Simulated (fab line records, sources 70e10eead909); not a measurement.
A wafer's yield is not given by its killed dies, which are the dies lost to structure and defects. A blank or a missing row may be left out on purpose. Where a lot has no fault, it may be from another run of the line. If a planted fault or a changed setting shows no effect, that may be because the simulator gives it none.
Matching of chambers :: flow nand-harc :: ald-hk-04 running NHARC_A_CHANNEL_FILL_D1_ALD_16: 4 sister chambers
The step deposits SiO2, target thk 1.5 nm, pulse time 10 s, ald cycles 15. 14 wafers are shown with their chamber, then 7 later ones without.

WAFERS WITH THEIR CHAMBER
wafer: L651.1
chamber: 1
heater-power-w (W): 498
precursor-pulse-height-rel: 0.991

wafer: L651.3
chamber: 0
heater-power-w (W): 390
precursor-pulse-height-rel: 1.008

wafer: L651.6
chamber: 2
heater-power-w (W): 536
precursor-pulse-height-rel: 1.018

wafer: L656.2
chamber: 3
heater-power-w (W): 506
precursor-pulse-height-rel: 1.006

wafer: L656.3
chamber: 2
heater-power-w (W): 539
precursor-pulse-height-rel: 1.013

wafer: L656.4
chamber: 1
heater-power-w (W): 500
precursor-pulse-height-rel: 0.993

wafer: L668.3
chamber: 0
heater-power-w (W): 395
precursor-pulse-height-rel: 1.007

wafer: L668.4
chamber: 1
heater-power-w (W): 503
precursor-pulse-height-rel: 0.984

wafer: L668.5
chamber: 0
heater-power-w (W): 395
precursor-pulse-height-rel: 0.997

wafer: L670.4
chamber: 0
heater-power-w (W): 398
precursor-pulse-height-rel: 1.022

wafer: L670.5
chamber: 0
heater-power-w (W): 395
precursor-pulse-height-rel: 1.018

wafer: L670.6
chamber: 3
heater-power-w (W): 500
precursor-pulse-height-rel: 1.032

wafer: L672.1
chamber: 3
heater-power-w (W): 503
precursor-pulse-height-rel: 0.971

wafer: L672.2
chamber: 1
heater-power-w (W): 505
precursor-pulse-height-rel: 0.982

SIGNATURES (averages over the wafers above)
reading: heater-power-w
chamber 0: 394.60
chamber 1: 501.50
chamber 2: 537.50
chamber 3: 503.00
scatter within a chamber: 2.91

reading: precursor-pulse-height-rel
chamber 0: 1.01040
chamber 1: 0.98750
chamber 2: 1.01550
chamber 3: 1.00300
scatter within a chamber: 0.0154
Rule: distance of a wafer from a chamber = root of the sum over the readings of ((wafer's reading minus chamber's mean) / reading's scatter) squared. If the next closest chamber is less than 2 further off than the closest, the wafer can't be placed; otherwise it belongs to the closest. The scatter: the root of (the sum of the squares of (reading less its chamber's mean) over the shown wafers, divided by (wafers less chambers)).

WAFERS WITHOUT THEIR CHAMBER
wafer: L672.4
heater-power-w (W): 391
precursor-pulse-height-rel: 0.962

wafer: L673.3
heater-power-w (W): 386
precursor-pulse-height-rel: 1.023

wafer: L673.5
heater-power-w (W): 544
precursor-pulse-height-rel: 0.959

wafer: L673.6
heater-power-w (W): 489
precursor-pulse-height-rel: 0.995

wafer: L674.1
heater-power-w (W): 501
precursor-pulse-height-rel: 0.957

wafer: L674.2
heater-power-w (W): 548
precursor-pulse-height-rel: 0.989

wafer: L674.6
heater-power-w (W): 543
precursor-pulse-height-rel: 0.982

CHAMBER TAKEN BY EACH
wafer: L672.4
from the rows above: 0
in truth: 0

wafer: L673.3
from the rows above: 0
in truth: 0

wafer: L673.5
from the rows above: 2
in truth: 2

wafer: L673.6
from the rows above: can't be placed: 1 or 3
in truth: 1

wafer: L674.1
from the rows above: can't be placed: 1 or 3
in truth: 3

wafer: L674.2
from the rows above: 2
in truth: 2

wafer: L674.6
from the rows above: 2
in truth: 2
5 of 7 placed correctly. Unplaceable from these rows: 2, with the true chamber sitting among the candidates in 2. 0 placed wrongly.
